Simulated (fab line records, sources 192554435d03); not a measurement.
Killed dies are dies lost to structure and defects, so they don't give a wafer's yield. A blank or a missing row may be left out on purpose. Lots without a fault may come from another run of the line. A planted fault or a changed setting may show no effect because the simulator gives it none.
One fault seen from 2 desks | flow n5_finfet | each desk has only its own numbers; what lay behind them comes last
Where a reading is given only as a bound, like >300, the bound stands for it, and a mean or a difference that rests on one is marked > or <: the true number lies beyond.

THE METROLOGY DESK
What the gauges read, lot by lot, whatever tool the lot ran on: means of the sampled wafers that have a number. A lot is out of limits, marked OUT, if its mean lies more than 4 standard deviations from the usual mean; the brackets give that distance. Of its 11 readings 7 are shown: those that lie furthest out on some lot.
Columns: A = cd_nm at N5_WELL_APT_CD_MEAS_25, usual 199.6 nm; B = DIBL_N at N5_BEOL_M4_RC_MEAS_101, usual 35.9 mV/V; C = IOFF_N at N5_BEOL_M4_RC_MEAS_101, usual 0.152 nA/um; D = IOFF_P at N5_BEOL_M4_RC_MEAS_101, usual 0.204 nA/um; E = ION_P at N5_BEOL_M4_RC_MEAS_101, usual 462 uA/um; F = SS_P at N5_BEOL_M4_RC_MEAS_101, usual 73.2 mV/dec; G = VT_P at N5_BEOL_M4_RC_MEAS_101, usual -250.6 mV
lot  | first seen here | A     | B    | C     | D     | E   | F    | G
L439 | day 2 03:44     | 201.2 | 33.7 | 0.138 | 0.195 | 463 | 72.6 | -250.3
L441 | day 2 15:25     | 199.0 | 36.4 | 0.140 | 0.183 | 459 | 73.0 | -252.6
L443 | day 3 03:34     | 199.9 | 36.6 | 0.151 | 0.220 | 458 | 73.4 | -250.0
L446 | day 3 20:50     | 199.6 | 35.5 | 0.135 | 0.198 | 459 | 73.1 | -248.8
L448 | day 4 08:57     | 198.9 | 34.5 | 0.146 | 0.206 | 464 | 72.9 | -249.0
L450 | day 4 20:49     | 200.0 | 37.1 | 0.160 | 0.243 | 472 | 73.1 | -245.1
L453 | day 5 15:16     | 202.3 | 35.4 | 0.144 | 0.195 | 463 | 73.1 | -250.1
L455 | day 6 03:02     | 200.0 | 34.7 | 0.148 | 0.203 | 468 | 73.3 | -251.3
L459 | day 7 02:42     | 200.2 | 39.0 | 0.194 | 0.253 | 461 | 74.3 | -248.9
This desk's finding: nothing out of limits on any of the 9 lots.

THE DEFECT DESK
What the inspections along the route counted, lot by lot: means of the sampled wafers that have a number. A lot is out of limits, marked OUT, if its mean lies more than 4 standard deviations from the usual mean; the brackets give that distance.
Columns: A = raw_defect_count at N5_WELL_APT_INSPECT_27, usual 2.0; B = raw_defect_count at N5_WELL_APT_INSPECT_38, usual 14
lot  | first seen here | A               | B
L439 | day 2 03:47     | 1.7             | 16
L441 | day 2 15:28     | 2.0             | 18
L443 | day 3 03:38     | 1.0             | 11
L446 | day 3 20:53     | 2.0             | 15
L448 | day 4 09:00     | 2.7             | 10
L450 | day 4 20:52     | 3.0             | 14
L453 | day 5 15:19     | 1.7             | 20
L455 | day 6 03:05     | 2.0             | 9
L459 | day 7 02:46     | >101 (>+71) OUT | 215 (+41) OUT
This desk's finding: out of limits on L459; first on L459, day 7 02:46 (raw_defect_count at N5_WELL_APT_INSPECT_27). In limits: L439, L441, L443, L446, L448, L450, L453, L455.

PUT TOGETHER
The defect desk could have raised an alarm at day 7 02:46, on L459.
The metrology desk saw nothing out of limits.
The metrology desk has L459 on record, within its limits.
Of the lots named, all ran N5_WELL_APT_STRIP_16 on wet_bench-01.

WHAT THE SIMULATOR HAD PUT IN
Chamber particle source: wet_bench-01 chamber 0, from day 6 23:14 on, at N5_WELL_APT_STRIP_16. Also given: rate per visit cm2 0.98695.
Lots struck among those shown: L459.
Hours from the fault's start to each desk's first reading out of limits: the defect desk, 4.
